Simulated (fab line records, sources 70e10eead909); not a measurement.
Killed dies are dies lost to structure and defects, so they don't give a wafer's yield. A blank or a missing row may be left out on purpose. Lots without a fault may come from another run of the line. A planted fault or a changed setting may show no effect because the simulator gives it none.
A struck lot beside a sound one | flow nand_harc | 17 steps out of a route of 1159
Sound: wafers L626.2, L626.3, L626.4. Struck: wafers L640.3, L640.5, L640.6. The cause comes at the end.
At each step with rows: each side's tool, then ch and its chambers, then its first start. Under that, the readings that differ: sound wafers | struck wafers | difference of the means | sigmas: that difference in standard deviations of wafers without a fault.
alike: readings whose means differ by less than 2 such deviations, and words and numbers that are the same on both sides. not compared: withheld readings, readings that some wafer has no value for, bounds like >300 that may hide the same value, and numbers for which the record gives no deviation and whose values overlap.
The two part at a step that has a row with sigmas, a row that says differs or no value, or rows on one side only. Numbers that don't overlap but have no deviation are shown without sigmas and don't part them. A reading that every wafer of one side lacks parts them only if that side has two wafers or more.

NHARC_A_M1_PRE_CLEAN_32: time 12 s.
  sound on pecvd-04 ch 0,1,2, day 17 23:34; struck on pecvd-01 ch 0,1, day 22 08:56
  alike: heater_power_w, susceptor_temp_C
NHARC_A_M1_DEP_33: deposits SiCN, target thk 30 nm.
  sound on pecvd-04 ch 0,1,2, day 17 23:40; struck on pecvd-01 ch 0,1, day 22 09:01
  alike: heater_power_w, susceptor_temp_C
NHARC_A_BONDPAD_DEP_00: deposits SiCN, target thk 250 nm.
  sound on pecvd-03 ch 0,1, day 18 00:13; struck on pecvd-03 ch 1,2, day 22 09:40
  alike: heater_power_w, susceptor_temp_C
NHARC_A_BONDPAD_CMP_29: polishes SiCN, target thk 200 nm.
  sound on cmp-01 ch 0,2,3, day 18 00:35; struck on cmp-01 ch 0,1, day 22 09:59
  alike: motor_current_A, slurry_filter_dp_kPa
NHARC_A_BONDPAD_THK_MEAS_30: measures by ellipsometry.
  sound on film_metro-02, day 18 00:50; struck on film_metro-01, day 22 10:14
  alike: thk_nm
then, 7 steps without rows for these wafers: NHARC_A_BONDPAD_SRD_31; NHARC_A_BONDPAD_DEHYDRATE_01 (time 120 s); NHARC_A_BONDPAD_HMDS_02 (time 30 s); NHARC_A_BONDPAD_COAT_33 (time 65 s); NHARC_A_BONDPAD_COAT_03 (resist thk 600 nm); NHARC_A_BONDPAD_SOFTBAKE_04 (time 70 s); NHARC_A_BONDPAD_EBR_05.
NHARC_A_BONDPAD_EXPOSE_06: exposes mask A BPAD.
  sound on krf_scanner-03 ch 0, day 18 01:15; struck on krf_scanner-01 ch 0, day 22 10:39
  reading              | sound          | struck         | difference | sigmas
  exposure_dose_mJ_cm2 | 37.6 37.6 37.6 | 24.9 24.9 24.9 | -12.7      | -41
  alike: mask, focus_offset_nm, reticle_temp_C
then, 2 steps without rows for these wafers: NHARC_A_BONDPAD_PEB_07 (peb time 80 s); NHARC_A_BONDPAD_DEVELOP_08 (time 50 s).
NHARC_A_BONDPAD_CD_MEAS_09: target cd 500 nm.
  sound on cd_sem-01 ch 0, day 18 01:24; struck on cd_sem-01 ch 0, day 22 10:48
  reading    | sound             | struck            | difference | sigmas
  cd_nm (nm) | 499.7 499.1 502.9 | 492.4 491.7 492.3 | -8.4       | -3
NHARC_A_BONDPAD_OVL_MEAS_35:
  sound on overlay-02, day 18 01:29; struck on overlay-01, day 22 10:53
  alike: overlay_x_nm, overlay_y_nm

WHERE THEY PART
First at NHARC_A_BONDPAD_EXPOSE_06; last, within this record, at NHARC_A_BONDPAD_CD_MEAS_09. Later steps at which nothing parts them and some readings are alike: NHARC_A_BONDPAD_OVL_MEAS_35.

WHY: what the simulator had put in
Process parameter drift: krf_scanner-01, from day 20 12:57 on, at NHARC_A_BONDPAD_EXPOSE_06. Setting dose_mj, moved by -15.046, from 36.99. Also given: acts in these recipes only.
